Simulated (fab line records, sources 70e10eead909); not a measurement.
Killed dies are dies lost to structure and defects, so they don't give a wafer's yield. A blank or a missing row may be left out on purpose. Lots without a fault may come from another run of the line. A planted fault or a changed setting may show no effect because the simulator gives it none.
Which tool did it? | flow nand_harc | 12 lots, 36 wafers sampled, at 5 steps of a route of 1302

WHAT THE GAUGES READ, wafer by wafer
NHARC_END_SORT_01. Usual: killed_at_array 59, standard deviation 24; killed_at_other 0.7, standard deviation 1.2; killed_at_periphery 3.5, standard deviation 2.6; killed_dies 63, standard deviation 24; killed_open 3.2, standard deviation 2.1; killed_short 2.4, standard deviation 1.5.
lot  | measured     | on        | killed_at_array | killed_at_other | killed_at_periphery | killed_dies | killed_open | killed_short | flag
L742 | day 32 23:24 | prober-02 | 71 76 77        | 0 0 0           | 2 3 3               | 73 79 80    | 7 3 4       | 1 0 4        |
L749 | day 34 11:32 | prober-02 | 54 41 46        | 2 1 0           | 2 2 2               | 58 44 48    | 1 1 3       | 3 3 3        |

WHICH TOOL RAN EACH LOT (tool, then ch and the chambers of the sampled wafers, then the start)
lot  | NHARC_A_CHANNEL_HOLE_D2_ETCH_44    | NHARC_A_CHANNEL_FILL_D2_ALD_02   | NHARC_A_CHANNEL_FILL_D2_ALD_15                 | NHARC_A_CHANNEL_FILL_D2_ETCHBACK_08
L726 | rie_diel-12 ch 0,1,2, day 13 12:36 | ald_hk-04 ch 2,3, day 13 14:20   | ald_sin_batch-02 ch 0, day 15 09:13 or earlier | rie_diel-04 ch 0,2,3, day 15 09:13
L727 | rie_diel-07 ch 0,2,3, day 13 22:18 | ald_hk-04 ch 1,3, day 13 23:28   | ald_sin_batch-01 ch 0, day 15 17:05 or earlier | rie_diel-08 ch 2,3, day 15 17:05
L728 | rie_diel-02 ch 0,1,2, day 14 10:05 | ald_hk-04 ch 0,2,3, day 14 11:36 | ald_sin_batch-02 ch 0, day 16 01:53 or earlier | rie_diel-03 ch 1,3, day 16 01:53
L730 | rie_diel-07 ch 0,1,2, day 14 21:31 | ald_hk-03 ch 0,3, day 14 22:40   | ald_sin_batch-01 ch 0, day 16 15:58 or earlier | rie_diel-04 ch 1,2, day 16 15:58
L732 | rie_diel-12 ch 0,1, day 16 07:51   | ald_hk-04 ch 0,3, day 16 09:10   | ald_sin_batch-03 ch 0, day 18 02:44 or earlier | rie_diel-04 ch 0,1,2, day 18 02:44
L733 | rie_diel-07 ch 0,2, day 16 07:54   | ald_hk-01 ch 0,2,3, day 16 09:17 | ald_sin_batch-03 ch 0, day 16 19:18            | rie_diel-08 ch 0,1,2, day 18 02:47
L742 | rie_diel-12 ch 0,1, day 20 20:32   | ald_hk-04 ch 0,1,3, day 20 21:56 | ald_sin_batch-02 ch 0, day 22 15:35 or earlier | rie_diel-04 ch 2,3, day 22 15:35
L743 | rie_diel-12 ch 0,3, day 20 21:11   | ald_hk-04 ch 1,2,3, day 20 22:26 | ald_sin_batch-02 ch 0, day 22 15:41 or earlier | rie_diel-04 ch 0,1, day 22 15:41
L745 | rie_diel-07 ch 1,2, day 21 21:26   | ald_hk-01 ch 0,1,2, day 21 22:42 | ald_sin_batch-03 ch 0, day 23 20:48 or earlier | rie_diel-03 ch 0,3, day 23 20:48
L746 | rie_diel-12 ch 1,2,3, day 22 01:12 | ald_hk-03 ch 1,3, day 22 02:29   | ald_sin_batch-03 ch 0, day 23 20:43 or earlier | rie_diel-03 ch 0,3, day 23 20:43
L748 | rie_diel-02 ch 0,1,3, day 22 18:50 | ald_hk-03 ch 1,2,3, day 22 20:01 | ald_sin_batch-01 ch 0, day 24 15:06 or earlier | rie_diel-08 ch 0,1,2, day 24 15:06
L749 | rie_diel-02 ch 0,1,3, day 23 08:42 | ald_hk-03 ch 0,2,3, day 23 09:52 | ald_sin_batch-01 ch 0, day 25 07:16 or earlier | rie_diel-08 ch 0,2,3, day 25 07:16
- NHARC_A_CHANNEL_HOLE_D2_ETCH_44: etches the open film in CF4/O2, target depth 140 nm, overetch 14 nm, time 77 s.
- NHARC_A_CHANNEL_FILL_D2_ALD_02: deposits SiO2, target thk 6 nm, pulse time 10 s, ald cycles 60.
- NHARC_A_CHANNEL_FILL_D2_ALD_15: deposits SiNx, target thk 2 nm, pulse time 60 s, ald cycles 19.
- NHARC_A_CHANNEL_FILL_D2_ETCHBACK_08: etches the open film in C4F8, target depth 220 nm, time 110 s.

WHAT THE TOOLS THEMSELVES READ (means of the sampled wafers that have a number; where no wafer has one, the mark that the record gives instead)
NHARC_A_CHANNEL_HOLE_D2_ETCH_44. Usual: drypump_motor_current_A 5.7 A, standard deviation 0.41; oes_product_au 1.000 a.u., standard deviation 0.011; rf_vpp_V 197.6 V, standard deviation 1.5; showerhead_plenum_p_Torr 1.32 Torr, standard deviation 0.063; throttle_valve_pct 13.397 %, standard deviation 0.0092.
lot  | tool        | drypump_motor_current_A (A) | oes_product_au (a.u.) | rf_vpp_V (V) | showerhead_plenum_p_Torr (Torr) | throttle_valve_pct (%) | flag
L726 | rie_diel-12 | 5.3                         | 1.016                 | 198.4        | 1.38                            | 13.389                 |
L727 | rie_diel-07 | 5.6                         | 0.986                 | 197.2        | 1.28                            | 13.393                 |
L728 | rie_diel-02 | 5.7                         | 1.004                 | 196.9        | 1.32                            | 13.394                 |
L730 | rie_diel-07 | 5.8                         | 0.991                 | 198.0        | 1.33                            | 13.395                 |
L732 | rie_diel-12 | 5.6                         | 0.999                 | 198.7        | 1.40                            | 13.400                 |
L733 | rie_diel-07 | 5.4                         | 0.996                 | 196.4        | 1.28                            | 13.399                 |
L742 | rie_diel-12 | 5.6                         | 1.004                 | 198.9        | 1.40                            | 13.393                 |
L743 | rie_diel-12 | 5.2                         | 1.015                 | 198.6        | 1.35                            | 13.404                 |
L745 | rie_diel-07 | 6.0                         | 0.993                 | 198.1        | 1.35                            | 13.398                 |
L746 | rie_diel-12 | 5.2                         | 0.996                 | 197.3        | 1.35                            | 13.398                 |
L748 | rie_diel-02 | 5.7                         | 1.004                 | 198.0        | 1.32                            | 13.391                 |
L749 | rie_diel-02 | 5.7                         | 1.006                 | 197.5        | 1.32                            | 13.392                 |

NHARC_A_CHANNEL_FILL_D2_ALD_02. Usual: heater_power_w 480 W, standard deviation 63; precursor_pulse_height_rel 1.000, standard deviation 0.022.
lot  | tool      | heater_power_w (W) | precursor_pulse_height_rel | flag
L726 | ald_hk-04 | 483                | 0.991                      |
L727 | ald_hk-04 | 504                | 1.007                      |
L728 | ald_hk-04 | 484                | 0.979                      |
L730 | ald_hk-03 | 435                | 1.007                      |
L732 | ald_hk-04 | 495                | 1.017                      |
L733 | ald_hk-01 | 476                | 0.994                      |
L742 | ald_hk-04 | 492                | 1.006                      |
L743 | ald_hk-04 | 479                | 0.988                      |
L745 | ald_hk-01 | 481                | 0.995                      |
L746 | ald_hk-03 | 460                | 0.979                      |
L748 | ald_hk-03 | 531                | 1.003                      |
L749 | ald_hk-03 | 528                | 1.013                      |

NHARC_A_CHANNEL_FILL_D2_ALD_15. Usual: chamber_pressure_Torr 2.000 Torr, standard deviation 0.0044; precursor_pulse_height_rel 1.000, standard deviation 0.018.
lot  | tool             | chamber_pressure_Torr (Torr) | precursor_pulse_height_rel | flag
L726 | ald_sin_batch-02 | 2.004                        | 1.011                      |
L727 | ald_sin_batch-01 | 1.997                        | 1.011                      |
L728 | ald_sin_batch-02 | 1.996                        | 1.001                      |
L730 | ald_sin_batch-01 | 1.999                        | 1.011                      |
L732 | ald_sin_batch-03 | 1.995                        | 1.002                      |
L733 | ald_sin_batch-03 | 2.000                        | 0.989                      |
L742 | ald_sin_batch-02 | 1.998                        | 1.031                      |
L743 | ald_sin_batch-02 | 2.003                        | 0.988                      |
L745 | ald_sin_batch-03 | 2.003                        | 0.989                      |
L746 | ald_sin_batch-03 | 2.005                        | 0.977                      |
L748 | ald_sin_batch-01 | 2.002                        | 0.992                      |
L749 | ald_sin_batch-01 | 2.005                        | 1.018                      |

NHARC_A_CHANNEL_FILL_D2_ETCHBACK_08. Usual: oes_product_au 0.96 a.u., standard deviation 0.035; rf_vpp_V 441.9 V, standard deviation 2.6; run_length_s 131.4 s, standard deviation 0.47.
lot  | tool        | oes_product_au (a.u.) | rf_vpp_V (V) | run_length_s (s) | flag
L726 | rie_diel-04 | 0.99                  | 442.8        | 131.4            |
L727 | rie_diel-08 | 0.92                  | 441.8        | 132.0            |
L728 | rie_diel-03 | 0.92                  | 440.6        | 131.3            |
L730 | rie_diel-04 | 1.00                  | 443.7        | 131.4            |
L732 | rie_diel-04 | 0.93                  | 443.8        | 131.3            |
L733 | rie_diel-08 | 0.92                  | 441.6        | 131.6            |
L742 | rie_diel-04 | 0.98                  | 441.2        | 144.8            | OFF
L743 | rie_diel-04 | 0.92                  | 443.1        | 144.2            | OFF
L745 | rie_diel-03 | 0.99                  | 443.1        | 131.9            |
L746 | rie_diel-03 | 0.92                  | 443.5        | 132.0            |
L748 | rie_diel-08 | 1.00                  | 441.3        | 131.3            |
L749 | rie_diel-08 | 0.94                  | 440.2        | 131.7            |

THE ANSWER, worked out from the rows above alone
Rule: a lot is off if the mean of its wafers that have a number lies more than 3 standard deviations from the usual mean. A lot without any number at a reading at which 4 lots or more have one is off too. The other lots that the step has rows for count as sound. The gauges are gone through in route order, then the tools' own readings, and for those a lot's mean is taken as printed above. The first step at which some lot is off is used, and at that step the reading that is off furthest; a lot without a number counts as furthest.
Off: L742, L743, at NHARC_A_CHANNEL_FILL_D2_ETCHBACK_08 (run_length_s).
A tool fits if, at that step or a process step before it, it ran every lot that is off, and no sound lot after the first of them. NHARC_A_CHANNEL_FILL_D2_ALD_15 gives no start for some lots, so the hours and the order of its lots are those of NHARC_A_CHANNEL_FILL_D2_ETCHBACK_08. Can't be told from this: 3 tools fit, ald_hk-04 at NHARC_A_CHANNEL_FILL_D2_ALD_02, ald_sin_batch-02 at NHARC_A_CHANNEL_FILL_D2_ALD_15, rie_diel-04 at NHARC_A_CHANNEL_FILL_D2_ETCHBACK_08.

WHAT THE SIMULATOR HAD PUT IN
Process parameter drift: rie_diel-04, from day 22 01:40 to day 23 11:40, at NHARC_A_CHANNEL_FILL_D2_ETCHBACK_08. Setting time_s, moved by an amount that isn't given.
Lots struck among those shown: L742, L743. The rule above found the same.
